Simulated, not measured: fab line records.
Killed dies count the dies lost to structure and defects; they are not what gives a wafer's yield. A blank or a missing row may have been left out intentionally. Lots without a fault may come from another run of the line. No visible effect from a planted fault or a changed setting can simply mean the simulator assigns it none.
fab line records ; flow n5Finfet ; part 2 of 2: steps 5 to 6 of 6
record lots=23; wafers=69; lastDay=19
route steps=1938 shown BEOL_M3@1010 BEOL_M4@1045
lots that met no fault: taken from a fault-free run of the same line
startH: hours from the record's opening day to when the first of the lot's shown wafers began ; waitH: hours from the lot's prior step to this one ; " identical to the entry in the row above ; L1.1+2: one row covering several wafers at once ; - value missing, or start not given ; * or withheld: withheld ; < > ~ a bound
route shown NAME@n: NAME is a module with steps in the file, n the number in the route of the first one ; usual: the fault-free wafers' mean and standard deviation ; same: alike in all rows ; chamber/n: place in a boat ; sites: readings site by site ; _std_site: their standard deviation ; _edge_site: the outer-site mean with the inner-site mean subtracted ; radiusMm: how far each site lies from the wafer's centre ; mask NAME#n: copy n ; behind: the most recent tool/chamber to have shaped the wafer ; hold: cause of the lot's hold/its duration in hours/its outcome ; device: names the non-switching transistor (n, p or np) ; end of line: tests of these same wafers at the route's end ; for a step that has no rows: nothing shown but its recipe ; killed: the dies lost at the first sort to structure and to defects; this is not the yield of the wafer ; map: the dies of a wafer, with x for killed, . for not killed, _ for no die there
set.NAME: the setting the step ran with; set.NAME@STEP: the setting that earlier step ran with ; model.NAME: the simulator's own value behind a step, which no gauge read
route steps across a sampled set of lots; one table per step, one row per wafer
services: a tool's chamber out of use, with start hour (startH, from the record's first day; less than 0 if before it), hours out, and reason
## steps
# step N5_BEOL_M4_ALD_98
# recipe material=SiO2; targetThkA=25; tempC=100; aldPrecursorFamily=BDEAS; aldCoReactant=O2-plasma; pulseTimeS=1; coReactantPulseTimeS=1; purgeTimeS=2; coReactantPurgeTimeS=2; aldCycles=17; pressureTorr=2
# usual heaterPowerW=75/7.2; precursorPulseHeightRel=1.001/0.02
# same pulseTimeS=1
lot.wafer;tool;chamber;startH;waitH;heaterPowerW;precursorPulseHeightRel;sinceWetCleanH
L074.2;aldSin-01;0;165.77;0.7;74;0.968;157
L074.3;aldSin-01;3;165.77;0.7;74;0.996;157
L074.5;aldSin-01;2;165.77;0.7;75;1.004;-
L075.3;aldSin-02;2;168.16;0.1;86;0.973;355
L075.4;aldSin-02;0;168.16;0.1;74;1.024;355
L075.6;aldSin-02;0;168.16;0.1;76;1.028;-
L077.1;aldSin-04;2;212.10;0.1;95;1.030;112
L077.2;aldSin-04;0;212.10;0.1;67;0.999;112
L077.5;aldSin-04;3;212.10;0.1;69;0.994;-
L078.2;aldSin-04;1;222.79;0.1;81;1.015;122
L078.3;aldSin-04;3;222.79;0.1;70;0.994;122
L078.6;aldSin-04;1;222.79;0.1;81;0.987;-
L076.1;aldSin-04;1;233.10;0.1;79;1.011;133
L076.5;aldSin-04;0;233.10;0.1;66;1.001;-
L076.6;aldSin-04;1;233.10;0.1;80;0.973;-
L083.1;aldSin-04;2;234.15;0.2;94;0.973;134
L083.2;aldSin-04;3;234.15;0.2;70;0.988;134
L083.5;aldSin-04;3;234.15;0.2;68;0.968;-
L081.1;aldSin-01;1;237.46;0.1;76;1.001;229
L081.2;aldSin-01;2;237.46;0.1;76;1.010;229
L081.4;aldSin-01;0;237.46;0.1;73;1.015;229
L080.1;aldSin-01;3;238.09;0.1;74;1.015;229
L080.3;aldSin-01;1;238.09;0.1;75;0.988;229
L080.4;aldSin-01;0;238.09;0.1;73;0.999;229
L079.1;aldSin-01;3;240.48;0.1;73;0.995;232
L079.2;aldSin-01;1;240.48;0.1;76;0.977;232
L079.3;aldSin-01;2;240.48;0.1;75;1.025;232
L082.1;aldSin-04;2;249.90;0.1;92;1.033;149
L082.2;aldSin-04;1;249.90;0.1;79;1.020;149
L082.5;aldSin-04;0;249.90;0.1;65;0.973;-
L084.2;aldSin-01;1;253.97;0.5;75;0.989;245
L084.4;aldSin-01;0;253.97;0.5;73;1.021;-
L084.6;aldSin-01;2;253.97;0.5;75;1.005;-
L085.3;aldSin-01;2;257.75;0.6;75;0.983;249
L085.5;aldSin-01;3;257.75;0.6;72;0.999;-
L085.6;aldSin-01;0;257.75;0.6;71;0.966;-
L088.1;aldSin-04;0;260.26;0.1;65;0.974;160
L088.2;aldSin-04;2;260.26;0.1;95;0.997;160
L088.4;aldSin-04;3;260.26;0.1;68;1.016;160
L086.1;aldSin-02;0;264.29;0.1;73;1.004;73
L086.2;aldSin-02;3;264.29;0.1;80;1.025;73
L086.4;aldSin-02;2;264.29;0.1;73;1.006;73
L087.4;aldSin-02;2;269.85;0.2;74;1.006;79
L087.5;aldSin-02;0;269.85;0.2;73;1.039;-
L087.6;aldSin-02;3;269.85;0.2;82;0.989;-
L091.1;aldSin-04;0;282.85;0.1;67;1.035;182
L091.3;aldSin-04;3;282.85;0.1;68;1.019;182
L091.6;aldSin-04;2;282.85;0.1;93;1.005;-
L089.1;aldSin-02;1;290.50;0.7;77;0.985;99
L089.3;aldSin-02;2;290.50;0.7;74;1.002;99
L089.5;aldSin-02;3;290.50;0.7;80;0.998;-
L093.1;aldSin-02;3;301.99;0.4;80;1.013;111
L093.3;aldSin-02;2;301.99;0.4;74;0.994;111
L093.5;aldSin-02;1;301.99;0.4;74;0.993;-
L090.1;aldSin-02;1;305.09;0.1;77;1.002;114
L090.2;aldSin-02;0;305.09;0.1;73;0.982;114
L090.4;aldSin-02;2;305.09;0.1;75;0.990;114
L094.1;aldSin-04;2;309.67;0.7;95;0.969;209
L094.2;aldSin-04;0;309.67;0.7;65;1.004;209
L094.5;aldSin-04;3;309.67;0.7;68;1.012;-
L095.1;aldSin-01;0;310.32;0.2;72;0.982;301
L095.5;aldSin-01;2;310.32;0.2;74;0.986;-
L095.6;aldSin-01;3;310.32;0.2;74;0.978;-
L096.3;aldSin-01;3;315.41;0.1;74;1.025;307
L096.5;aldSin-01;0;315.41;0.1;73;1.000;-
L096.6;aldSin-01;3;315.41;0.1;73;1.022;-
L097.1;aldSin-01;0;318.60;0.1;70;1.020;310
L097.3;aldSin-01;1;318.60;0.1;77;1.024;310
L097.5;aldSin-01;2;318.60;0.1;76;0.990;-
# step N5_BEOL_M4_ETCH_70
# recipe chemistry=N2/H2; target=SOC; targetDepthA=800; overetchA=240; maskMaterial=SiARC; tempC=40; timeS=130; ionEnergyEv=200; pressureMtorr=30; sourceW=840; biasW=150; n2FlowSccm=200; h2FlowSccm=200
# usual drypumpMotorCurrentA=5.6/0.45; oesProductAu=0.60/0.062; rfFwdPowerW=836.1/2.4; rfVppV=524.3/2.5; showerheadPlenumPTorr=2.55/0.085; throttleValvePct=17.71/0.22
lot.wafer;tool;chamber;startH;waitH;drypumpMotorCurrentA;oesProductAu;rfFwdPowerW;rfHoursCounterH;rfVppV;showerheadPlenumPTorr;throttleValvePct
L074.2;rieDiel-02;0;171.12;0.0;6.4;0.61;834.1;77;525.6;2.55;17.76
L074.3;rieDiel-02;3;171.12;0.0;5.7;0.70;838.1;4;521.4;2.47;17.25
L074.5;rieDiel-02;2;171.12;0.0;5.2;0.57;834.9;-;526.7;2.64;17.55
L075.3;rieDiel-03;3;181.69;0.0;4.8;0.69;836.6;9;529.6;2.71;17.55
L075.4;rieDiel-03;2;181.69;0.0;5.3;0.53;838.9;185;519.9;2.41;17.89
L075.6;rieDiel-03;1;181.69;0.0;5.8;0.51;836.4;-;522.1;2.51;17.65
L077.1;rieDiel-03;0;223.39;0.0;5.0;0.60;833.7;56;525.6;2.56;17.51
L077.2;rieDiel-03;2;223.39;0.0;5.3;0.52;835.8;198;520.5;2.40;17.91
L077.5;rieDiel-03;1;223.39;0.0;5.8;0.51;838.1;-;522.9;2.50;17.68
L078.2;rieDiel-04;2;227.37;0.0;6.2;0.67;838.1;20;527.7;2.70;17.56
L078.3;rieDiel-04;3;227.37;0.0;6.0;0.66;835.0;34;525.5;2.61;17.83
L078.6;rieDiel-04;1;227.37;0.0;5.7;0.54;834.2;-;523.4;2.54;18.01
L076.1;rieDiel-03;1;234.47;0.0;5.8;0.51;838.2;241;521.8;2.50;17.70
L076.5;rieDiel-03;1;234.47;0.0;5.8;0.51;838.3;-;521.7;2.50;17.70
L076.6;rieDiel-03;0;234.47;0.0;5.0;0.61;837.4;-;524.9;2.55;17.55
L083.1;rieDiel-02;0;237.74;0.0;6.3;0.59;831.0;102;523.3;2.54;17.79
L083.2;rieDiel-02;1;237.74;0.0;5.5;0.71;833.0;8;522.0;2.52;17.91
L083.5;rieDiel-02;0;237.74;0.0;6.3;0.59;833.9;-;525.1;2.54;17.78
L081.1;rieDiel-03;2;241.04;0.0;5.2;0.52;838.4;204;520.1;2.40;17.93
L081.2;rieDiel-03;3;241.04;0.0;4.8;0.66;834.7;28;529.7;2.70;17.59
L081.4;rieDiel-03;0;241.04;0.0;5.0;0.61;837.0;61;525.7;2.55;17.52
L080.1;rieDiel-02;3;244.48;0.0;5.7;0.65;831.8;31;522.2;2.46;17.28
L080.3;rieDiel-02;1;244.48;0.0;5.5;0.69;832.2;10;522.0;2.52;17.92
L080.4;rieDiel-02;2;244.48;0.0;5.3;0.55;835.3;146;527.6;2.63;17.60
L079.1;rieDiel-02;2;252.12;0.0;5.3;0.55;836.0;149;526.2;2.63;17.60
L079.2;rieDiel-02;0;252.12;0.0;6.3;0.58;832.9;106;524.3;2.53;17.82
L079.3;rieDiel-02;3;252.12;0.0;5.7;0.64;833.1;34;522.5;2.46;17.32
L082.1;rieDiel-02;1;254.72;0.0;5.5;0.69;838.4;13;523.6;2.52;17.91
L082.2;rieDiel-02;3;254.72;0.0;5.7;0.65;837.4;35;522.8;2.46;17.30
L082.5;rieDiel-02;1;254.72;0.0;5.5;0.70;834.8;-;521.2;2.52;17.92
L084.2;rieDiel-02;3;267.68;0.0;5.7;0.64;838.1;39;521.8;2.45;17.31
L084.4;rieDiel-02;2;267.68;0.0;5.3;0.54;834.2;155;527.1;2.63;17.61
L084.6;rieDiel-02;2;267.68;0.0;5.3;0.54;834.7;-;527.5;2.63;17.60
L085.3;rieDiel-03;0;270.93;0.0;5.0;0.60;830.9;72;524.1;2.55;17.56
L085.5;rieDiel-03;0;270.93;0.0;5.0;0.59;834.2;-;524.9;2.55;17.57
L085.6;rieDiel-03;2;270.93;0.0;5.2;0.51;835.9;-;520.8;2.40;17.93
L088.1;rieDiel-03;2;271.32;0.0;5.2;0.52;840.0;215;519.4;2.40;17.95
L088.2;rieDiel-03;3;271.32;0.0;4.8;0.63;835.5;40;527.5;2.70;17.61
L088.4;rieDiel-03;3;271.32;0.0;4.9;0.64;834.6;-;528.5;2.70;17.61
L086.1;rieDiel-02;1;271.41;0.0;5.5;0.68;835.1;19;521.9;2.51;17.93
L086.2;rieDiel-02;2;271.41;0.0;5.2;0.54;837.0;155;528.0;2.63;17.59
L086.4;rieDiel-02;0;271.41;0.0;6.3;0.58;835.1;113;522.5;2.53;17.83
L087.4;rieDiel-03;3;279.94;0.0;4.9;0.63;834.2;-;528.8;2.69;17.60
L087.5;rieDiel-03;2;279.94;0.0;5.2;0.51;835.9;-;519.7;2.40;17.95
L087.6;rieDiel-03;0;279.94;0.0;5.0;0.60;831.4;-;525.7;2.55;17.56
L091.1;rieDiel-02;0;294.19;0.0;6.3;0.57;837.7;121;524.5;2.53;17.84
L091.3;rieDiel-02;3;294.19;0.0;5.7;0.63;836.6;48;522.3;2.45;17.33
L091.6;rieDiel-02;0;294.19;0.0;6.3;0.57;837.7;-;525.3;2.53;17.84
L089.1;rieDiel-04;3;299.80;0.0;6.0;0.63;842.9;56;526.4;2.60;17.87
L089.3;rieDiel-04;0;299.80;0.0;5.8;0.49;839.8;249;526.1;2.63;18.00
L089.5;rieDiel-04;3;299.80;0.0;6.0;0.63;837.4;-;525.5;2.60;17.85
L093.1;rieDiel-02;0;312.85;0.0;6.3;0.57;837.5;128;523.9;2.53;17.84
L093.3;rieDiel-02;3;312.85;0.0;5.7;0.63;834.1;55;522.4;2.45;17.33
L093.5;rieDiel-02;3;312.85;0.0;5.7;0.63;833.0;-;521.6;2.45;17.34
L090.1;rieDiel-03;3;317.42;0.0;4.9;0.62;839.3;57;528.6;2.69;17.64
L090.2;rieDiel-03;0;317.42;0.0;5.0;0.59;835.0;90;524.5;2.54;17.59
L090.4;rieDiel-03;2;317.42;0.0;5.2;0.51;837.0;232;519.8;2.39;17.97
L094.1;rieDiel-04;3;321.82;0.0;6.0;0.62;836.4;66;524.7;2.60;17.89
L094.2;rieDiel-04;2;321.82;0.0;6.2;0.63;836.0;48;528.2;2.69;17.62
L094.5;rieDiel-04;2;321.82;0.0;6.2;0.64;835.1;-;527.1;2.69;17.62
L095.1;rieDiel-04;1;326.02;0.0;5.7;0.52;837.7;230;522.8;2.52;18.08
L095.5;rieDiel-04;3;326.02;0.0;6.0;0.62;835.0;-;525.6;2.59;17.89
L095.6;rieDiel-04;0;326.02;0.0;5.8;0.72;836.7;-;526.3;2.63;17.57
L096.3;rieDiel-02;1;344.18;0.0;5.5;0.65;833.6;43;522.1;2.50;17.97
L096.5;rieDiel-02;0;344.18;0.0;6.3;0.56;833.0;-;522.5;2.52;17.86
L096.6;rieDiel-02;2;344.18;0.0;5.2;0.53;839.6;-;527.0;2.62;17.65
L097.1;rieDiel-04;2;344.45;0.0;6.2;0.62;836.9;59;528.0;2.68;17.64
L097.3;rieDiel-04;1;344.45;0.0;5.8;0.52;835.0;237;522.6;2.52;18.09
L097.5;rieDiel-04;1;344.45;0.0;5.7;0.52;833.3;-;523.3;2.52;18.11
## services
tool;chamber;startH;hours;kind
rieDiel-02;3;140.88;-;clean
rieDiel-02;3;140.88;-;consumableReplace:focusRing
rieDiel-02;3;140.88;17.4;scheduledDown
rieDiel-02;3;140.88;17.4;ventCycle
rieDiel-04;0;148.13;4.3;repair
pvdSputter-01;-;155.00;1.1;repair
pvdSputter-01;-;161.50;48.4;repair
aldSin-02;-;177.14;14.0;pm
aldSin-04;-;178.49;0.7;repair
rieDiel-02;1;191.74;-;clean
rieDiel-02;1;191.74;-;consumableReplace:focusRing
rieDiel-02;1;191.74;22.8;scheduledDown
rieDiel-02;1;191.74;22.8;ventCycle
rieDiel-03;0;201.11;2.7;repair
aldSin-02;-;214.53;6.1;pm
aldSin-01;3;241.24;13.3;repair
rieDiel-04;2;244.17;16.4;repair
aldSin-01;1;256.45;4.3;repair
rieDiel-03;1;263.46;-;clean
aldSin-02;-;281.99;0.4;repair
rieDiel-02;1;286.15;11.8;repair
aldSin-01;0;289.76;4.6;repair
aldSin-02;-;310.38;6.0;pm
rieDiel-02;3;333.88;28.2;repair
